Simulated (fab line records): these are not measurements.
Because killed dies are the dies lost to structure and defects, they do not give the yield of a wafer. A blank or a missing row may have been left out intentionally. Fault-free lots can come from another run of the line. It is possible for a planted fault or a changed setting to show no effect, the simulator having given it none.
Split-lot trial ; flow n5-finfet ; route with 1938 steps; 7 lots, 21 wafers read

## SPLIT DETAILS
At N5_BEOL_M5_COAT_71 (time 60 s, resist thk 5 nm), the setting spin-rpm was moved away from the recipe's 1500 rpm on 9 of the 21 wafers read, by -10.6% to +10.9%. This setting was run at the recipe's value on the other wafers.

## FROM THE SPLIT TO THE READING: what the file shows between them, 3 steps
- N5_BEOL_M5_COAT_05: resist thk 30 nm
- N5_BEOL_M5_EBR_07
- N5_BEOL_M5_DESCUM_16: chemistry O2, time 7 s

## THE READING
etch.depth-nm (the simulator's own value, which no gauge read), in nm, at N5_BEOL_M5_ETCH_72 (etches underlayer in N2/H2, target depth 6.5 nm, time 5.2 s). There is no usual value for it anywhere in the file. Average 4.997 nm, standard deviation 0.007 nm, over the 12 wafers here run with the recipe.

wafer;tool, chamber at the split;spin-rpm as run, rpm;against the recipe;etch.depth-nm, nm;against lot-mates on the recipe
L074.3;litho-track-02, 0;1500;recipe;4.999;-
L074.4;litho-track-02, 0;1405;-6.3%;5.185;+0.180
L074.6;litho-track-02, 0;1500;recipe;5.01;-
L077.1;litho-track-04, 0;1500;recipe;4.991;-
L077.2;litho-track-04, 0;1356;-9.6%;5.264;+0.273
L077.5;litho-track-04, 0;1356;-9.6%;5.264;+0.273
L078.3;litho-track-02, 0;1500;recipe;5;-
L078.5;litho-track-02, 0;1600;+6.7%;4.836;-0.164
L078.6;litho-track-02, 0;1600;+6.7%;4.854;-0.146
L081.1;litho-track-04, 0;1500;recipe;4.991;-
L081.2;litho-track-04, 0;1500;recipe;5.001;-
L081.4;litho-track-04, 0;1500;recipe;4.996;-
L082.4;litho-track-02, 0;1402;-6.5%;5.172;+0.163
L082.5;litho-track-02, 0;1500;recipe;5.009;-
L082.6;litho-track-02, 0;1402;-6.5%;5.167;+0.158
L084.2;litho-track-04, 0;1500;recipe;4.993;-
L084.5;litho-track-04, 0;1341;-10.6%;5.314;+0.317
L084.6;litho-track-04, 0;1500;recipe;5.001;-
L095.1;litho-track-02, 0;1500;recipe;4.988;-
L095.2;litho-track-02, 0;1663;+10.9%;4.744;-0.245
L095.3;litho-track-02, 0;1500;recipe;4.989;-

THE FIT
A straight line over all 21 wafers: etch.depth-nm changes by -0.0262 nm for each +1% of spin-rpm; r = -1.00; the points scatter about the line by 0.014 nm.
The same after taking each lot's own level away (the mean of its wafers on the recipe; 21 wafers): -0.026 nm for each +1%; r = -0.99; scatter 0.015 nm.
Per that fit: largest spin-rpm move, reading shift of 0.28 nm.
Across the lots, their own levels run from 4.9885 to 5.0090 nm, a range of 2.9 times the standard deviation given above.
So the lot-to-lot level changes the slope little: the two slopes agree.
Check: for one of the wafers moved furthest among these (+10.9%), held out of the fit, the line's prediction against its lot-mates is -0.288 nm. It came out at -0.245 nm against them.

## ADDITIONAL SPLITS CARRIED BY THESE WAFERS
Before the reading, these wafers also passed through other splits. Each is held against what the fit with the lots' levels taken away leaves over:
other split on the same wafers;wafers away from the commonest value;r with etch.depth-nm (lot level and that fit taken away)
N5_BEOL_M3_TRENCH_ETCH_37 time-s;8;-0.45
N5_BEOL_M4_COAT_67 spin-rpm;10;-0.20
N5_BEOL_M4_COAT_68 spin-rpm;8;-0.40
N5_BEOL_M5_COAT_60 spin-rpm;5;-0.15

## THE WHOLE CHAIN: every reading that the file lists as answering this split, in the file's order
step;what it does;reading;change (the file's fit);r (the file's)
N5_BEOL_M5_ETCH_72;etches underlayer in N2/H2, target depth 6.5 nm, time 5.2 s;etch-rf-on-time-s;withheld for each +1% of the setting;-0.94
N5_BEOL_M5_ETCH_72;etches underlayer in N2/H2, target depth 6.5 nm, time 5.2 s;etch.depth-nm (the simulator's own value, which no gauge read);-0.0264 nm for each +1% of the setting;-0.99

## THE FILE'S OWN FIT
etch.depth-nm changes by -0.0264 nm for each +1% of spin-rpm, r = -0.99.
